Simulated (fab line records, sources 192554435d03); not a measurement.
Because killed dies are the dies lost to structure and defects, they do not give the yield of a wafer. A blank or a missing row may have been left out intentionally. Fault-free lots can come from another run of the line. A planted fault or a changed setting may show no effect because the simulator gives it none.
Code-filled problem report in 8D (eight disciplines) form || flow n5_finfet || the parts of the form that need people (team, actions taken, sign-off) are left out

## 1. PROBLEM STATEMENT
Mean of barrier_field_endpoint_s at N5_BEOL_M11_CMP_52: 35.8 s across 3 wafers in 2 lots; on wafers with no fault it is 28.7 s (standard deviation 0.79). That puts it +9.0 standard deviations away from the usual mean.
The step: polishes, stops on SiCOH lowk, t overpolish 7 s, target thk 140 nm.
Seen first at day 13 02:14 on cmp-03, wafer L138.4. Wafers with a number at this step in the record: 29, from 10 lots. Rule for "out", or "out of limits": more than 4 standard deviations from the usual mean. The rest of the wafers with a number are treated as sound.

## 2. WHAT IT IS; WHAT IT IS NOT
{"question": "which readings at this step", "is": "barrier_field_endpoint_s", "is not": "motor_current_A, slurry_filter_dp_kPa"}
{"question": "which lots", "is": "L138, L139", "is not": "L132, L134, L135, L136, L137, L148, L149, L151"}
{"question": "which wafers of those lots", "is": "L138.4, L139.5, L139.6", "is not": "L138.2, L138.3, L139.1"}
{"question": "read on which tools", "is": "cmp-01, cmp-03", "is not": "cmp-04"}
{"question": "when", "is": "from day 13 02:14", "is not": "up to then (17 sound wafers); but 9 sound wafers of L139, L148, L149, L151 came after"}

## 3. SUSPECTS, AND WHAT RULES EACH OUT
Counting: if a tool at a process step up to the reading ran every lot that is out, it stays a suspect. Sound lots after the first of them don't rule it out here, since some wafers of a struck lot are sound.
- pecvd-04 at N5_BEOL_M11_PECVD_70 (deposits SiO2 from TEOS/O2, target thk 20 nm, time 22.7 s): kept. Every lot that is out went through it, the first being L138 (day 12 13:55); the last sound lot it ran before that was L136 (day 12 10:40).
Remaining after the count: pecvd-04 at N5_BEOL_M11_PECVD_70.

## 4. THE CAUSE (what the simulator had put in)
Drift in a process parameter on pecvd-04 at N5_BEOL_M11_PECVD_70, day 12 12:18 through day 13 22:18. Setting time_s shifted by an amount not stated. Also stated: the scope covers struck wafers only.
The count eliminated every tool but this one.

## 5. THE EFFECT CHAIN, in route order
Each row: a reading whose mean over the struck wafers that have a number lies more than 3 standard deviations from the usual. Scope: only readings with a usual standard deviation given in the record; hours: median across lots of the time from each lot's start at the first step in this table that gives one to its start at this step; sigmas: change in usual standard deviations.
{"hours": 0, "step": "N5_BEOL_M11_CMP_52", "reading": "barrier_field_endpoint_s", "usual": "28.7 s", "on struck wafers": 35.8, "change": "+7.1", "sigmas": "+9.0"}
The process steps in it:
- N5_BEOL_M11_CMP_52: polishes, stops on SiCOH lowk, t overpolish 7 s, target thk 140 nm.
Later measuring or inspecting steps at which every struck wafer that the step has a row for has a number for every such reading, and none has moved that far: N5_BEOL_M11_THK_MEAS_53.

## 6. HOW IT WOULD HAVE BEEN CAUGHT EARLIER
In this record the first reading out of limits was taken at day 13 02:14, 14 hours after the fault began at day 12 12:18.
Of the tool readings at N5_BEOL_M11_PECVD_70 for which the record gives a usual standard deviation, none was out on any struck wafer, so an alarm limit of 4 standard deviations on them would not have fired.
All the lots that are out (2) had begun N5_BEOL_M11_PECVD_70 on pecvd-04 by day 13 02:14. Tool hold at that time: it would have spared none of them.
